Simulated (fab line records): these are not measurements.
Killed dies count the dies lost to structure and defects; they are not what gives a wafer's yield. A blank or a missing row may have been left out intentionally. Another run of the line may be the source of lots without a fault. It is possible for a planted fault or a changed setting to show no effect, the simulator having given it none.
A lot that was struck, set against a sound lot ; flow n5-finfet ; 37 steps out of a route of 1938
Sound: the wafers L358.2, L358.3, L358.6. Wafers struck: L355.1, L355.3, L355.6. Last of all comes the cause.
Each step with rows lists, per side, the tool, then ch with its chambers, then its first start. Under that, the readings that differ: sound wafers ; struck wafers ; difference of the means ; sigmas: that difference in standard deviations of wafers without a fault.
alike: same words and numbers on both sides, and readings whose means sit less than 2 such deviations apart. not compared: any withheld reading, any reading some wafer has no value for, any bound like >300 that may hide the same value, and any number with overlapping values for which the record gives no deviation.
The two part at a step that has a row with sigmas, a row that says differs or no value, or rows on one side only. Numbers that have no deviation but don't overlap get no sigmas and don't part them. A reading that every wafer of one side lacks parts them only if that side has two wafers or more.

first, 9 steps without rows for these wafers: N5_BEOL_M4_ANNEAL_95 (time 240 s); N5_BEOL_M4_SPUTTER_96 (material Cu, target thk 4.5 nm, time 8.29 s); N5_BEOL_M4_ECD_50 (material Cu, target thk 300 nm); N5_BEOL_M4_ANNEAL_51 (time 90 s); N5_BEOL_M4_CMP_52 (polishes, stops on SiOC, t overpolish 6.8 s, target thk 40 nm); N5_BEOL_M4_PRE_CLEAN_60 (time 15 s); N5_BEOL_M4_CO_CAP_55 (material Co, precursor CCTBA/H2, target thk 2 nm, time 102.1 s); N5_BEOL_M4_PRE_CLEAN_56 (time 15 s); N5_BEOL_M4_DEP_57 (deposits SiCN from 3MS/NH3, target thk 8 nm, time 14 s).
N5_BEOL_M4_RC_MEAS_101:
  sound on prober-01 ch 0, day 12 01:40; struck on prober-02 ch 0, day 11 04:59
  alike: DIBL_N, DIBL_P, IOFF_N, IOFF_P, ION_N, ION_P, SS_N, SS_P, VT_N, VT_P
then, 24 steps without rows for these wafers: N5_BEOL_M5_ILD_DEP_00 (deposits SiCOH lowk from DEMS/porogen, target thk 140.64 nm, time 25.9 s); N5_BEOL_M5_CURE_79 (cures SiCOH lowk, time 240 s); N5_BEOL_M5_PECVD_70 (deposits SiO2 from TEOS/O2, target thk 16 nm, time 18 s); N5_BEOL_M5_HM_DEP_02 (deposits TiN, target thk 20 nm); N5_BEOL_M5_COAT_59 (time 60 s, resist thk 60 nm); N5_BEOL_M5_COAT_60 (time 60 s, resist thk 12 nm); N5_BEOL_M5_COAT_71 (time 60 s, resist thk 5 nm); N5_BEOL_M5_COAT_05 (resist thk 30 nm); N5_BEOL_M5_EBR_07; N5_BEOL_M5_SOFTBAKE_06 (time 60 s); N5_BEOL_M5_EXPOSE_08 (exposes mask M5, target cd 28 nm); N5_BEOL_M5_PEB_09 (peb time 60 s); N5_BEOL_M5_DEVELOP_10 (develop time 30 s); N5_BEOL_M5_DESCUM_16 (chemistry O2, time 7 s); N5_BEOL_M5_ETCH_72 (etches underlayer in N2/H2, target depth 6.5 nm, time 5.2 s); N5_BEOL_M5_ETCH_61 (etches SiARC in CF4, target depth 15.6 nm, time 26 s); N5_BEOL_M5_ETCH_62 (etches SOC in N2/H2, target depth 75 nm, overetch 15 nm, time 112.5 s); N5_BEOL_M5_STRIP_63 (strips in N2/H2); N5_BEOL_M5_STRIP_73 (strips in N2/H2); N5_BEOL_M5_STRIP_64 (strips in CF4); N5_BEOL_M5_HM_OPEN_17 (chemistry Cl2/BCl3, target TiN, target depth 20 nm, overetch 6 nm); N5_BEOL_M5_STRIP_19 (strips in O2); N5_BEOL_M5_COAT_65 (time 60 s, resist thk 60 nm); N5_BEOL_M5_COAT_66 (time 60 s, resist thk 12 nm).
N5_BEOL_M6_ETCH_65: etches SiARC in CF4, target depth 15.6 nm, time 26 s.
  sound on rie-diel-04 ch 1,2, day 12 16:47; struck on rie-diel-05 ch 1,2, day 11 22:25
  no value came back on the struck wafers for any of 9 readings (bias-w (W), cf4-flow-sccm (sccm) and others); on the sound wafers bias-w (W) reads 36.12 35.98 36.04
  not compared: rf-hours-counter-h
N5_BEOL_M6_ETCH_66: etches SOC in N2/H2, target depth 80 nm, overetch 16 nm, time 120 s.
  sound on rie-diel-04 ch 1,2, day 12 16:49; struck on rie-diel-05 ch 1,2, day 11 22:26
reading;sound;struck;difference;sigmas
oes-product-au (a.u.);0.62 0.55 0.61;0.32 0.31 0.32;-0.28;-5
  alike: bias-w, chamber-pressure-mTorr, drypump-motor-current-A, rf-vpp-V, showerhead-plenum-p-Torr, throttle-valve-pct
  not compared: rf-hours-counter-h
-- record jumps: 3 days separate the struck wafers' starts on either side; left off in module BEOL_M6, taken up again in module PASSIVATION, whose first shown step is the route's number 1936 --
N5_PASSIVATION_PROBE_49:
  the record has rows for the struck wafers here (prober-01, day 15 06:58) and none for the sound ones

WHERE THEY PART
Earliest at N5_BEOL_M6_ETCH_65; latest, in this record, at N5_PASSIVATION_PROBE_49.

WHY: what the simulator had put in
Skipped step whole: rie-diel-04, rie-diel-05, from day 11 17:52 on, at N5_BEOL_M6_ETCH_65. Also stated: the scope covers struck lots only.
